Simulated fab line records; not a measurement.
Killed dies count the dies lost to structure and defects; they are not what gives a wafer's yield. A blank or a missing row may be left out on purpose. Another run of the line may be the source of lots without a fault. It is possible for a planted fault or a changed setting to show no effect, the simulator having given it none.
fab line records + flow n5_finfet
[record]
- lots = 12
- wafers = 35
- last_day = 20
route steps=1938 shown BEOL_M8@1392 PASSIVATION@1929
lots that met no fault: from a run of the same line without faults
start_h: the number of hours between the record's first day and the start of the first shown wafer of the lot + wait_h: hours from the lot's prior step to this one + " same as the row above + L1.1+2: a single row standing in for several wafers + - value missing, or start not given + * or withheld: withheld + < > ~ a bound
route shown NAME@n: NAME is a module with steps in the file, n the number in the route of the first one + usual: mean/standard deviation taken from wafers without a fault + same: alike in all rows + chamber/n: place in a boat + sites: readings site by site + _std_site: how widely they spread, as a standard deviation + _edge_site: outer sites' mean less inner sites' + radius_mm: how far each site lies from the wafer's centre + mask NAME#n: copy n + behind: the most recent tool/chamber to have shaped the wafer + hold: cause of the lot's hold/its duration in hours/its outcome + device: the transistor (n, p or np) that didn't switch + end of line: tests run on the same wafers once the route is complete + a step with no rows: only its recipe + killed: not the wafer's yield, but the dies lost to structure and defects at the first sort + map: the dies of a wafer, with x for killed, . for not killed, _ for no die there
set.NAME: the setting as run; set.NAME@STEP: as run at that earlier step + model.NAME: the simulator's own value behind a step, which no gauge read
one table for each step of the route and one row for each wafer, over a sample of lots
services: from which hour (start_h, from the record's first day; less than 0 if before it) a tool's chamber was out of use, for how many hours, and why
[[steps]]
[step N5_BEOL_M8_SPUTTER_48]
[recipe]
- material = Cu
- target_thk_a = 100
- temp_c = -20
- bias_v = 60
- power_w = 26000
- chamber_pressure_pa = 0.13
- time_s = 1.667
[usual]
- throttle_valve_pct = 29.8/0.86
| lot.wafer | tool           | chamber | start_h | wait_h | throttle_valve_pct |
|-----------|----------------|---------|---------|--------|--------------------|
| L865.1    | pvd_sputter-02 | -       | 278.25  | 1.4    | 29.3               |
| L865.5    | "              | -       | "       | "      | 29.0               |
| L865.6    | "              | -       | "       | "      | 29.2               |
| L870.2    | pvd_sputter-01 | -       | 316.45  | 0.1    | 30.9               |
| L870.6    | "              | -       | "       | "      | 28.9               |
| L873.2    | pvd_sputter-01 | -       | 323.15  | 0.1    | 28.9               |
| L873.3    | "              | -       | "       | "      | 28.8               |
| L873.6    | "              | -       | "       | "      | 28.7               |
| L871.4    | pvd_sputter-02 | -       | 333.39  | 0.1    | 29.3               |
| L871.5    | "              | -       | "       | "      | 29.5               |
| L871.6    | "              | -       | "       | "      | 30.7               |
| L869.1    | pvd_sputter-01 | -       | 339.06  | 0.1    | 28.6               |
| L869.5    | "              | -       | "       | "      | 28.6               |
| L869.6    | "              | -       | "       | "      | 28.6               |
| L872.1    | pvd_sputter-02 | -       | 339.41  | 0.1    | 30.4               |
| L872.4    | "              | -       | "       | "      | 29.0               |
| L872.5    | "              | -       | "       | "      | 29.5               |
| L876.1    | pvd_sputter-02 | -       | 343.61  | 0.1    | 29.4               |
| L876.2    | "              | -       | "       | "      | 30.5               |
| L876.3    | "              | -       | "       | "      | 28.9               |
| L874.1    | pvd_sputter-01 | -       | 358.19  | 0.1    | 28.8               |
| L874.4    | "              | -       | "       | "      | 28.5               |
| L874.5    | "              | -       | "       | "      | 28.6               |
| L877.3    | pvd_sputter-01 | -       | 358.39  | 0.2    | 28.9               |
| L877.4    | "              | -       | "       | "      | 30.9               |
| L877.5    | "              | -       | "       | "      | 28.7               |
| L884.1    | pvd_sputter-01 | -       | 390.59  | 0.1    | 31.3               |
| L884.4    | "              | -       | "       | "      | 29.5               |
| L884.6    | "              | -       | "       | "      | 28.9               |
| L883.1    | pvd_sputter-01 | -       | 405.23  | 0.1    | 31.4               |
| L883.4    | "              | -       | "       | "      | 29.5               |
| L883.6    | "              | -       | "       | "      | 29.7               |
| L885.3    | pvd_sputter-01 | -       | 412.96  | 1.4    | 29.6               |
| L885.4    | "              | -       | "       | "      | 31.0               |
| L885.5    | "              | -       | "       | "      | 31.2               |
[step N5_PASSIVATION_PASS_ETCH_47]
[recipe]
- chemistry = CF4/O2
- target = SiNx
- target_depth_a = 7700
- time_s = 385
- ion_energy_ev = 100
- pressure_mtorr = 40
- source_w = 535
- bias_w = 49
- Ar_flow_sccm = 100
- cf4_flow_sccm = 100
- O2_flow_sccm = 10
[usual]
- drypump_motor_current_A = 5.8/0.53
- oes_ar_750_au = 0.82/0.065
- oes_o_777_au = 0.82/0.061
- oes_product_au = 0.82/0.065
- rf_vpp_V = 242/5.5
- showerhead_plenum_p_Torr = 2.21/0.086
- throttle_valve_pct = 15.70/0.29
| lot.wafer | tool        | chamber | start_h | wait_h | drypump_motor_current_A | oes_ar_750_au | oes_o_777_au | oes_product_au | rf_hours_counter_h | rf_vpp_V | showerhead_plenum_p_Torr | throttle_valve_pct |
|-----------|-------------|---------|---------|--------|-------------------------|---------------|--------------|----------------|--------------------|----------|--------------------------|--------------------|
| L865.1    | rie_diel-05 | 1       | 345.99  | 0.0    | 5.1                     | 0.91          | 0.91         | 0.91           | 18                 | 238      | 2.15                     | 15.32              |
| L865.5    | "           | 2       | "       | "      | 5.8                     | 0.77          | 0.78         | 0.76           | -                  | 238      | 2.19                     | 15.56              |
| L865.6    | "           | 1       | "       | "      | 5.1                     | 0.92          | 0.91         | 0.92           | -                  | 236      | 2.15                     | 15.31              |
| L870.2    | rie_diel-05 | 1       | 382.70  | 0.0    | 5.1                     | 0.89          | 0.88         | 0.89           | 30                 | 238      | 2.15                     | 15.34              |
| L870.6    | "           | 0       | "       | "      | 6.4                     | 0.85          | 0.83         | 0.85           | -                  | 240      | 2.33                     | 16.01              |
| L873.2    | rie_diel-03 | 2       | 388.28  | 0.0    | 5.7                     | 0.86          | 0.87         | 0.86           | 73                 | 246      | 2.32                     | 15.80              |
| L873.3    | "           | 3       | "       | "      | 6.0                     | 0.88          | 0.87         | 0.87           | 63                 | 247      | 2.31                     | 15.55              |
| L873.6    | "           | 3       | "       | "      | 6.0                     | 0.87          | 0.88         | 0.87           | -                  | 246      | 2.31                     | 15.56              |
| L871.4    | rie_diel-03 | 0       | 394.81  | 0.0    | 5.0                     | 0.85          | 0.86         | 0.86           | 35                 | 254      | 2.15                     | 15.34              |
| L871.5    | "           | 3       | "       | "      | 5.9                     | 0.87          | 0.88         | 0.86           | -                  | 246      | 2.31                     | 15.54              |
| L871.6    | "           | 0       | "       | "      | 5.0                     | 0.83          | 0.85         | 0.86           | -                  | 254      | 2.15                     | 15.34              |
| L869.1    | rie_diel-03 | 2       | 403.54  | 0.0    | 5.8                     | 0.85          | 0.86         | 0.85           | 79                 | 246      | 2.32                     | 15.82              |
| L869.5    | "           | 2       | "       | "      | 5.7                     | 0.86          | 0.86         | 0.84           | -                  | 245      | 2.32                     | 15.80              |
| L869.6    | "           | 3       | "       | "      | 5.9                     | 0.87          | 0.87         | 0.85           | -                  | 246      | 2.31                     | 15.56              |
| L872.1    | rie_diel-03 | 3       | 408.06  | 0.0    | 6.0                     | 0.87          | 0.87         | 0.85           | 72                 | 245      | 2.31                     | 15.56              |
| L872.4    | "           | 1       | "       | "      | 6.3                     | 0.78          | 0.76         | 0.77           | 139                | 235      | 2.11                     | 16.17              |
| L872.5    | "           | 1       | "       | "      | 6.3                     | 0.78          | 0.77         | 0.77           | -                  | 235      | 2.11                     | 16.17              |
| L876.1    | rie_diel-05 | 2       | 413.18  | 0.0    | 5.8                     | 0.75          | 0.76         | 0.75           | 160                | 238      | 2.19                     | 15.58              |
| L876.2    | "           | 1       | "       | "      | 5.1                     | 0.88          | 0.87         | 0.88           | 40                 | 236      | 2.14                     | 15.36              |
| L876.3    | "           | 3       | "       | "      | 5.3                     | 0.94          | 0.94         | 0.94           | 16                 | 236      | 2.17                     | 15.30              |
| L874.1    | rie_diel-05 | 3       | 419.99  | 0.0    | 5.3                     | 0.93          | 0.95         | 0.93           | 20                 | 235      | 2.17                     | 15.31              |
| L874.4    | "           | 2       | "       | "      | 5.9                     | 0.74          | 0.76         | 0.75           | 163                | 238      | 2.18                     | 15.62              |
| L874.5    | "           | 2       | "       | "      | 5.8                     | 0.74          | 0.76         | 0.74           | -                  | 239      | 2.18                     | 15.60              |
| L877.3    | rie_diel-05 | 3       | 421.95  | 0.0    | 5.3                     | 0.94          | 0.94         | 0.93           | 21                 | 237      | 2.17                     | 15.32              |
| L877.4    | "           | 1       | "       | "      | 5.2                     | 0.87          | 0.86         | 0.87           | 44                 | 238      | 2.14                     | 15.38              |
| L877.5    | "           | 2       | "       | "      | 5.8                     | 0.74          | 0.75         | 0.74           | -                  | 238      | 2.18                     | 15.61              |
| L884.1    | rie_diel-02 | 3       | 454.74  | 0.0    | 6.8                     | 0.73          | 0.77         | 0.73           | 176                | 240      | 2.27                     | 16.06              |
| L884.4    | "           | 0       | "       | "      | 5.2                     | 0.75          | 0.72         | 0.74           | 139                | 242      | 2.30                     | 16.07              |
| L884.6    | "           | 1       | "       | "      | 5.7                     | 0.77          | 0.79         | 0.79           | -                  | 237      | 2.13                     | 15.63              |
| L883.1    | rie_diel-03 | 1       | 465.89  | 0.0    | 6.3                     | 0.76          | 0.75         | 0.75           | 158                | 234      | 2.11                     | 16.21              |
| L883.4    | "           | 0       | "       | "      | 5.0                     | 0.81          | 0.81         | 0.83           | 59                 | 253      | 2.14                     | 15.41              |
| L883.6    | "           | 3       | "       | "      | 6.0                     | 0.84          | 0.84         | 0.83           | -                  | 246      | 2.30                     | 15.61              |
| L885.3    | rie_diel-03 | 1       | 481.56  | 0.0    | 6.3                     | 0.76          | 0.75         | 0.75           | 165                | 235      | 2.11                     | 16.21              |
| L885.4    | "           | 0       | "       | "      | 5.0                     | 0.80          | 0.81         | 0.82           | 65                 | 253      | 2.14                     | 15.39              |
| L885.5    | "           | 0       | "       | "      | 5.0                     | 0.80          | 0.82         | 0.82           | -                  | 253      | 2.14                     | 15.41              |
[step N5_PASSIVATION_STRIP_48]
[recipe]
- chemistry = O2
- power_w = 600
- temp_c = 60
- pressure_mtorr = 30
- rf_frequency_hz = 6e+07
- bias_power_w = 0
- overash_fraction = 0.5
- o2_flow_sccm = 225
[usual]
- drypump_motor_current_A = 5.8/0.53
- oes_product_au = 0.82/0.068
- rf_vpp_V = 3.6/2.5
- showerhead_plenum_p_Torr = 2.11/0.086
- throttle_valve_pct = 16.53/0.29
| lot.wafer | tool        | chamber | start_h | wait_h | drypump_motor_current_A | oes_product_au | rf_hours_counter_h | rf_vpp_V | showerhead_plenum_p_Torr | throttle_valve_pct |
|-----------|-------------|---------|---------|--------|-------------------------|----------------|--------------------|----------|--------------------------|--------------------|
| L865.1    | rie_diel-05 | 1       | 346.51  | 0.1    | 5.2                     | 0.89           | 18                 | 3.8      | 2.04                     | 16.08              |
| L865.5    | "           | 2       | "       | "      | 5.9                     | 0.77           | -                  | 0        | 2.10                     | 16.41              |
| L865.6    | "           | 1       | "       | "      | 5.2                     | 0.87           | -                  | 2.9      | 2.04                     | 16.15              |
| L870.2    | rie_diel-05 | 1       | 383.22  | 0.1    | 5.2                     | 0.90           | 30                 | 1.3      | 2.04                     | 16.16              |
| L870.6    | "           | 0       | "       | "      | 6.4                     | 0.88           | -                  | 0.4      | 2.21                     | 16.69              |
| L873.2    | rie_diel-03 | 2       | 388.79  | 0.1    | 5.7                     | 0.87           | 73                 | 11.7     | 2.23                     | 16.65              |
| L873.3    | "           | 3       | "       | "      | 6.0                     | 0.87           | 63                 | 2.2      | 2.22                     | 16.37              |
| L873.6    | "           | 3       | "       | "      | 5.9                     | 0.86           | -                  | 6.0      | 2.22                     | 16.40              |
| L871.4    | rie_diel-03 | 0       | 395.33  | 0.1    | 5.0                     | 0.85           | 35                 | 0.9      | 2.05                     | 16.19              |
| L871.5    | "           | 3       | "       | "      | 6.0                     | 0.86           | -                  | 4.5      | 2.22                     | 16.45              |
| L871.6    | "           | 0       | "       | "      | 4.9                     | 0.85           | -                  | 3.9      | 2.05                     | 16.28              |
| L869.1    | rie_diel-03 | 2       | 404.06  | 0.1    | 5.7                     | 0.82           | 79                 | 7.5      | 2.22                     | 16.62              |
| L869.5    | "           | 2       | "       | "      | 5.7                     | 0.85           | -                  | 4.4      | 2.22                     | 16.66              |
| L869.6    | "           | 3       | "       | "      | 5.9                     | 0.86           | -                  | 3.1      | 2.21                     | 16.44              |
| L872.1    | rie_diel-03 | 3       | 408.57  | 0.1    | 5.9                     | 0.84           | 72                 | 0.5      | 2.21                     | 16.42              |
| L872.4    | "           | 1       | "       | "      | 6.3                     | 0.75           | 139                | 2.4      | 2.00                     | 16.86              |
| L872.5    | "           | 1       | "       | "      | 6.2                     | 0.79           | -                  | 4.0      | 2.00                     | 16.96              |
| L876.1    | rie_diel-05 | 2       | 413.69  | 0.1    | 5.9                     | 0.75           | 160                | 1.2      | 2.09                     | 16.46              |
| L876.2    | "           | 1       | "       | "      | 5.1                     | 0.86           | 40                 | 4.5      | 2.03                     | 16.19              |
| L876.3    | "           | 3       | "       | "      | 5.3                     | 0.95           | 17                 | 4.5      | 2.06                     | 16.10              |
| L874.1    | rie_diel-05 | 3       | 420.50  | 0.1    | 5.3                     | 0.92           | 20                 | 3.1      | 2.06                     | 16.11              |
| L874.4    | "           | 2       | "       | "      | 5.9                     | 0.75           | 163                | 7.0      | 2.09                     | 16.51              |
| L874.5    | "           | 2       | "       | "      | 5.8                     | 0.71           | -                  | 5.4      | 2.09                     | 16.54              |
| L877.3    | rie_diel-05 | 3       | 422.46  | 0.1    | 5.3                     | 0.93           | 21                 | 4.3      | 2.06                     | 16.15              |
| L877.4    | "           | 1       | "       | "      | 5.2                     | 0.85           | 44                 | 3.1      | 2.04                     | 16.21              |
| L877.5    | "           | 2       | "       | "      | 5.8                     | 0.72           | -                  | 3.0      | 2.09                     | 16.44              |
| L884.1    | rie_diel-02 | 3       | 455.26  | 0.1    | 6.8                     | 0.70           | 176                | 4.3      | 2.20                     | 17.10              |
| L884.4    | "           | 0       | "       | "      | 5.3                     | 0.73           | 139                | 0.7      | 2.17                     | 16.83              |
| L884.6    | "           | 1       | "       | "      | 5.6                     | 0.82           | -                  | 2.0      | 2.03                     | 16.41              |
| L883.1    | rie_diel-03 | 1       | 466.41  | 0.1    | 6.3                     | 0.73           | 159                | 2.8      | 1.99                     | 17.06              |
| L883.4    | "           | 0       | "       | "      | 5.0                     | 0.83           | 59                 | 6.0      | 2.05                     | 16.26              |
| L883.6    | "           | 3       | "       | "      | 5.9                     | 0.84           | -                  | 2.9      | 2.20                     | 16.44              |
| L885.3    | rie_diel-03 | 1       | 482.08  | 0.1    | 6.3                     | 0.75           | 165                | 1.1      | 1.99                     | 16.97              |
| L885.4    | "           | 0       | "       | "      | 5.0                     | 0.80           | 65                 | 0.9      | 2.04                     | 16.20              |
| L885.5    | "           | 0       | "       | "      | 5.0                     | 0.82           | -                  | 1.0      | 2.04                     | 16.34              |
[step N5_PASSIVATION_PROBE_49]
[usual]
- defect_limited_yield = 91.2/1.6
- killed_at_M0_to_M3 = 33/11
- killed_at_M4_up = 14/5
- killed_at_contacts = 12/5.8
- killed_at_front_end = 41/12
- killed_at_other = 3.5/2.9
- killed_dies = 104/19
- killed_on_rim = 13/4.2
- killed_open = 68/14
- killed_short = 34/8.8
- sort_bin_5_function = 5.2/1.1
- sort_bin_6_memory = 3.2/0.71
- sort_n_pass = 1076/19
- sort_yield_pct = 91.2/1.6
[same]
- gross_dies = 1180
- killed_at_back_side = 0
- sort_bin_4_leakage[%] = 0
- sort_bin_8_speed[%] = 0
| lot.wafer | tool      | chamber | start_h | wait_h | defect_limited_yield[%] | killed_at_M0_to_M3 | killed_at_M4_up | killed_at_contacts | killed_at_front_end | killed_at_other | killed_dies | killed_on_rim | killed_open | killed_short | sort_bin_5_function[%] | sort_bin_6_memory[%] | sort_n_pass | sort_yield_pct[%] |
|-----------|-----------|---------|---------|--------|-------------------------|--------------------|-----------------|--------------------|---------------------|-----------------|-------------|---------------|-------------|--------------|------------------------|----------------------|-------------|-------------------|
| L871.4    | prober-02 | -       | 398.01  | 0.2    | 90.9                    | 23                 | 10              | 24                 | 43                  | 7               | 107         | 14            | 70          | 37           | 5.0                    | 3.6                  | 1073        | 90.9              |
| L871.5    | prober-02 | -       | 398.06  | 0.2    | 89.4                    | 48                 | 15              | 16                 | 41                  | 5               | 125         | 11            | 72          | 49           | 6.1                    | 4.1                  | 1055        | 89.4              |
| L871.6    | prober-02 | -       | 398.11  | 0.3    | 89.0                    | 43                 | 7               | 21                 | 55                  | 4               | 130         | 15            | 86          | 44           | 7.6                    | 3.1                  | 1050        | 89.0              |
| L884.1    | prober-02 | -       | 457.75  | 0.0    | 83.1                    | 25                 | 145             | 5                  | 24                  | 1               | 200         | 26            | 59          | 17           | 11.1                   | 3.3                  | 980         | 83.1              |
| L884.4    | prober-02 | -       | 457.90  | 0.2    | 90.7                    | 33                 | 23              | 17                 | 29                  | 8               | 110         | 12            | 70          | 40           | 5.8                    | 3.3                  | 1070        | 90.7              |
| L884.6    | prober-02 | -       | 458.00  | 0.3    | 90.1                    | 41                 | 14              | 20                 | 41                  | 1               | 117         | 20            | 78          | 38           | 5.0                    | 4.7                  | 1063        | 90.1              |
| L883.1    | prober-01 | -       | 468.90  | 0.0    | 81.2                    | 49                 | 131             | 17                 | 21                  | 4               | 222         | 28            | 65          | 34           | 11.4                   | 4.1                  | 958         | 81.2              |
| L883.4    | prober-01 | -       | 469.05  | 0.2    | 92.5                    | 24                 | 8               | 18                 | 31                  | 8               | 89          | 14            | 68          | 20           | 4.6                    | 2.9                  | 1091        | 92.5              |
| L883.6    | prober-01 | -       | 469.15  | 0.3    | 90.2                    | 41                 | 12              | 4                  | 56                  | 3               | 116         | 13            | 90          | 26           | 6.0                    | 3.6                  | 1064        | 90.2              |
| L885.3    | prober-01 | -       | 484.73  | 0.1    | 90.4                    | 52                 | 18              | 7                  | 36                  | 0               | 113         | 14            | 78          | 33           | 5.3                    | 4.1                  | 1067        | 90.4              |
| L885.4    | prober-01 | -       | 484.78  | 0.2    | 80.8                    | 33                 | 149             | 9                  | 36                  | 0               | 227         | 26            | 64          | 30           | 12.2                   | 4.3                  | 953         | 80.8              |
| L885.5    | prober-01 | -       | 484.83  | 0.2    | 79.7                    | 46                 | 135             | 12                 | 47                  | 0               | 240         | 29            | 87          | 27           | 12.7                   | 4.5                  | 940         | 79.7              |
// killed by level:class
L871.4 MOL_CONTACT_COAG:geometric_particle:open=18 FIN_SAQP:geometric_particle:short=9 FIN_SAQP:geometric_particle:open=8 STI_FIN_REVEAL:geometric_particle:open=7 MOL_CONTACT_COAG:geometric_particle:short=6 BEOL_M3:geometric_particle:open=6 BEOL_M4:geometric_particle:open=5 BEOL_M0_SAQP:geometric_particle:open=4
L871.5 BEOL_M3:geometric_particle:open=13 MOL_CONTACT_COAG:geometric_particle:open=12 BEOL_M0_SAQP:geometric_particle:short=11 BEOL_M0_SAQP:geometric_particle:open=11 STI_FIN_REVEAL:geometric_particle:open=8 ILD0:geometric_particle:short=6 GATE_CUT:geometric_particle:short=6 BEOL_M3:geometric_particle:short=6
L871.6 MOL_CONTACT_COAG:geometric_particle:open=18 STI_FIN_REVEAL:geometric_particle:open=17 BEOL_M0_SAQP:geometric_particle:short=10 FIN_SAQP:geometric_particle:short=9 BEOL_M1:geometric_particle:open=9 BEOL_M0_SAQP:geometric_particle:open=8 BEOL_M3:geometric_particle:open=7 ILD0:geometric_particle:short=6
L884.1 BEOL_M8:unspecified=123 BEOL_M4:geometric_particle:open=9 BEOL_M3:geometric_particle:open=7 BEOL_M0_SAQP:geometric_particle:open=7 FIN_SAQP:geometric_particle:open=5 GATE_CUT:geometric_particle:open=5 MOL_CONTACT_COAG:geometric_particle:open=4 BEOL_M0_SAQP:geometric_particle:short=4
L884.4 MOL_CONTACT_COAG:geometric_particle:open=11 BEOL_M4:geometric_particle:open=11 FIN_SAQP:geometric_particle:short=9 BEOL_M1:geometric_particle:open=9 FIN_SAQP:geometric_particle:open=7 MOL_CONTACT_COAG:geometric_particle:short=6 BEOL_M3:geometric_particle:open=6 BEOL_M2:geometric_particle:open=5
L884.6 MOL_CONTACT_COAG:geometric_particle:open=14 BEOL_M2:geometric_particle:open=12 FIN_SAQP:geometric_particle:open=10 FIN_SAQP:geometric_particle:short=10 BEOL_M0_SAQP:geometric_particle:short=7 BEOL_M4:geometric_particle:open=6 MOL_CONTACT_COAG:geometric_particle:short=6 BEOL_M0_SAQP:geometric_particle:open=6
L883.1 BEOL_M8:unspecified=123 BEOL_M0_SAQP:geometric_particle:open=17 BEOL_M0_SAQP:geometric_particle:short=15 MOL_CONTACT_COAG:geometric_particle:open=12 BEOL_M2:geometric_particle:open=7 BEOL_M4:geometric_particle:open=6 DUMMY_GATE:geometric_particle:open=5 MOL_CONTACT_COAG:geometric_particle:short=5
L883.4 STI_FIN_REVEAL:geometric_particle:open=15 MOL_CONTACT_COAG:geometric_particle:open=15 BEOL_M1:geometric_particle:open=12 BEOL_M2:geometric_particle:open=5 FIN_SAQP:geometric_particle:short=3 DUMMY_GATE:geometric_particle:open=3 MOL_CONTACT_COAG:geometric_particle:short=3 BEOL_M4:geometric_particle:open=3
L883.6 STI_FIN_REVEAL:geometric_particle:open=35 BEOL_M0_SAQP:geometric_particle:open=11 BEOL_M0_SAQP:geometric_particle:short=10 BEOL_M1:geometric_particle:open=7 FIN_SAQP:geometric_particle:open=5 BEOL_M2:geometric_particle:open=5 FIN_SAQP:geometric_particle:short=4 BEOL_M0:geometric_particle:open=4
L885.3 FIN_SAQP:geometric_particle:open=14 FIN_SAQP:geometric_particle:short=10 BEOL_M0_SAQP:geometric_particle:open=10 BEOL_M3:geometric_particle:open=9 BEOL_M0_SAQP:geometric_particle:short=9 MOL_CONTACT_COAG:geometric_particle:open=7 BEOL_M1:geometric_particle:open=7 BEOL_M2:geometric_particle:open=7
L885.4 BEOL_M8:unspecified=132 FIN_SAQP:geometric_particle:open=11 BEOL_M4:geometric_particle:open=10 MOL_CONTACT_COAG:geometric_particle:open=9 FIN_SAQP:geometric_particle:short=8 STI_FIN_REVEAL:geometric_particle:open=7 BEOL_M3:geometric_particle:open=7 BEOL_M0:geometric_particle:open=5
L885.5 BEOL_M8:unspecified=125 FIN_SAQP:geometric_particle:open=12 BEOL_M2:geometric_particle:open=12 BEOL_M1:geometric_particle:open=11 STI_FIN_REVEAL:geometric_particle:open=8 MOL_CONTACT_COAG:geometric_particle:open=8 BEOL_M0_SAQP:geometric_particle:open=8 BEOL_M0:geometric_particle:open=7
[[services]]
| tool           | chamber | start_h | hours | kind                          |
|----------------|---------|---------|-------|-------------------------------|
| pvd_sputter-02 | -       | 257.78  | 8.9   | repair                        |
| rie_diel-03    | 0       | 266.35  | -     | clean                         |
| rie_diel-03    | 0       | 266.35  | -     | consumable_replace:focus_ring |
| rie_diel-03    | 0       | 266.35  | 23.3  | scheduled_down                |
| rie_diel-03    | 0       | 266.35  | 23.3  | vent_cycle                    |
| rie_diel-05    | 1       | 281.94  | -     | clean                         |
| rie_diel-05    | 1       | 281.94  | -     | consumable_replace:focus_ring |
| rie_diel-05    | 1       | 281.94  | 25.9  | scheduled_down                |
| rie_diel-05    | 1       | 281.94  | 25.9  | vent_cycle                    |
| rie_diel-03    | 2       | 283.66  | 7.7   | repair                        |
| pvd_sputter-02 | -       | 325.03  | 0.5   | repair                        |
| rie_diel-05    | 2       | 330.50  | 5.1   | repair                        |
| rie_diel-05    | 3       | 337.74  | -     | clean                         |
| rie_diel-05    | 3       | 337.74  | -     | consumable_replace:focus_ring |
| rie_diel-05    | 3       | 337.74  | 25.2  | scheduled_down                |
| pvd_sputter-02 | -       | 345.96  | 8.9   | repair                        |
| rie_diel-02    | 2       | 383.45  | 6.2   | repair                        |
| rie_diel-02    | -       | 401.16  | 2.8   | pm                            |
| rie_diel-03    | 0       | 432.16  | 6.3   | repair                        |
| rie_diel-05    | -       | 439.66  | 0.5   | repair                        |
| pvd_sputter-01 | -       | 444.36  | 2.9   | repair                        |
| rie_diel-03    | 1       | 457.95  | 3.0   | repair                        |
| rie_diel-02    | 0       | 459.73  | 7.3   | repair                        |
| rie_diel-02    | -       | 473.81  | 5.9   | repair                        |
[[key]]
[first_sign]
- step = N5_PASSIVATION_PROBE_49
- reading = killed_at_M4_up
- direction = up
- sigmas = 25
- usual = 14
- struck = 140
[effect]
- step = N5_PASSIVATION_PROBE_49
- reading = killed_dies
- direction = up
- sigmas = 6.2
- usual = 104
- struck = 222
[more_kills_born_at]
- N5_BEOL_M8_SPUTTER_48@pvd_sputter-01 = 503
met_at N5_BEOL_M8_SPUTTER_48
struck_lots L883,L884,L885
struck_wafers L883.1,L884.1,L885.4,L885.5
not_acting_at N5_PASSIVATION_PASS_ETCH_47,N5_PASSIVATION_STRIP_48
onset_between 358.39 390.59
[fault]
- kind = chamber_particle_source
- tool = pvd_sputter-01
- chamber = -
- onset_h = 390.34
- steps = N5_BEOL_M8_SPUTTER_48
- rate_per_visit_cm2 = 1.2463
- end_h = 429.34
- scope = struck_wafers_only
